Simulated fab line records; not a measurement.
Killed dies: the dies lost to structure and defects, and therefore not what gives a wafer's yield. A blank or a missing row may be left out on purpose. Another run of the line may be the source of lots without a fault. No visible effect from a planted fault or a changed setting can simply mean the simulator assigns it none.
Chamber matching :: flow n5Finfet :: rieDiel-06 running N5_PASSIVATION_PASS_ETCH_47: 3 sister chambers
The step etches SiNx in CF4/O2, target depth 770 nm, time 385 s. 3 wafers are shown with their chamber, then 6 later ones without.

## WAFERS PAIRED WITH THEIR CHAMBERS
wafer: L718.4
chamber: 0
drypumpMotorCurrentA (A): 6.7

wafer: L719.2
chamber: 3
drypumpMotorCurrentA (A): 6.4

wafer: L719.4
chamber: 1
drypumpMotorCurrentA (A): 6.0

## WAFERS WITHOUT THEIR CHAMBER
wafer: L719.5
drypumpMotorCurrentA (A): 6.5

wafer: L717.1
drypumpMotorCurrentA (A): 6.0

wafer: L717.3
drypumpMotorCurrentA (A): 6.5

wafer: L722.1
drypumpMotorCurrentA (A): 6.4

wafer: L722.5
drypumpMotorCurrentA (A): 6.5

wafer: L722.6
drypumpMotorCurrentA (A): 6.6

## WHICH CHAMBER EACH ONE RAN IN
wafer: L719.5
from the rows above: can't be placed: 3 or 0
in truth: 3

wafer: L717.1
from the rows above: 1
in truth: 1

wafer: L717.3
from the rows above: can't be placed: 3 or 0
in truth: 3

wafer: L722.1
from the rows above: 3
in truth: 3

wafer: L722.5
from the rows above: can't be placed: 3 or 0
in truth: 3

wafer: L722.6
from the rows above: can't be placed: 0 or 3
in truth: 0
Placed correctly: 2 of 6. Cannot be placed on the basis of these rows: 4; the candidates contain the true chamber in 4. Placed wrongly: 0.
How it was worked out, from the rows above alone: a wafer's distance from a chamber is the root of the sum, over the readings, of the square of ((its reading less the chamber's mean) divided by the reading's scatter). If the next closest chamber is less than 2 further off than the closest, the wafer can't be placed; otherwise it belongs to the closest. A chamber's mean is the mean of its shown wafers. The scatter (one wafer shown for each chamber): square how far every hidden wafer sits from the nearest shown wafer, average those squares and take the square root.
